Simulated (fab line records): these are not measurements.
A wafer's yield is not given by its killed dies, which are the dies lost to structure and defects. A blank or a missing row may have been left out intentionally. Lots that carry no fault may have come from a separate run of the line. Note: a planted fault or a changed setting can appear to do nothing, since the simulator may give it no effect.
Chamber matching / flow n5-finfet / rie-diel-01 running N5_BEOL_M4_ETCH_70: 4 sister chambers
The step etches SOC in N2/H2, target depth 80 nm, overetch 24 nm, time 130 s. 4 wafers are shown with their chamber, then 10 later ones without.

WAFERS, EACH WITH ITS CHAMBER
wafer=L085.1; chamber=3; showerhead-plenum-p-Torr (Torr)=2.40
wafer=L085.4; chamber=0; showerhead-plenum-p-Torr (Torr)=2.58
wafer=L088.1; chamber=2; showerhead-plenum-p-Torr (Torr)=2.53
wafer=L088.2; chamber=1; showerhead-plenum-p-Torr (Torr)=2.68

WAFERS WITHOUT THEIR CHAMBER
wafer=L088.6; showerhead-plenum-p-Torr (Torr)=2.68
wafer=L089.1; showerhead-plenum-p-Torr (Torr)=2.53
wafer=L089.2; showerhead-plenum-p-Torr (Torr)=2.67
wafer=L089.6; showerhead-plenum-p-Torr (Torr)=2.53
wafer=L090.1; showerhead-plenum-p-Torr (Torr)=2.39
wafer=L090.3; showerhead-plenum-p-Torr (Torr)=2.57
wafer=L090.5; showerhead-plenum-p-Torr (Torr)=2.39
wafer=L094.4; showerhead-plenum-p-Torr (Torr)=2.39
wafer=L094.5; showerhead-plenum-p-Torr (Torr)=2.67
wafer=L094.6; showerhead-plenum-p-Torr (Torr)=2.57

WHICH CHAMBER EACH WENT THROUGH
wafer=L088.6; from the rows above=1; in truth=1
wafer=L089.1; from the rows above=2; in truth=2
wafer=L089.2; from the rows above=1; in truth=1
wafer=L089.6; from the rows above=2; in truth=2
wafer=L090.1; from the rows above=3; in truth=3
wafer=L090.3; from the rows above=0; in truth=0
wafer=L090.5; from the rows above=3; in truth=3
wafer=L094.4; from the rows above=3; in truth=3
wafer=L094.5; from the rows above=1; in truth=1
wafer=L094.6; from the rows above=0; in truth=0
Placed correctly: 10 of 10. From these rows, 0 cannot be placed. 0 placed wrongly.
How it was worked out, from the rows above alone: a wafer's distance from a chamber is the root of the sum, over the readings, of the square of ((its reading less the chamber's mean) divided by the reading's scatter). The wafer belongs to the nearest chamber; if the next one is less than 2 further off, it can't be placed. The mean given for a chamber averages the wafers shown for that chamber. The scatter: with one shown wafer a chamber, the root of the mean of the squares of how far each hidden wafer lies from its nearest shown one.
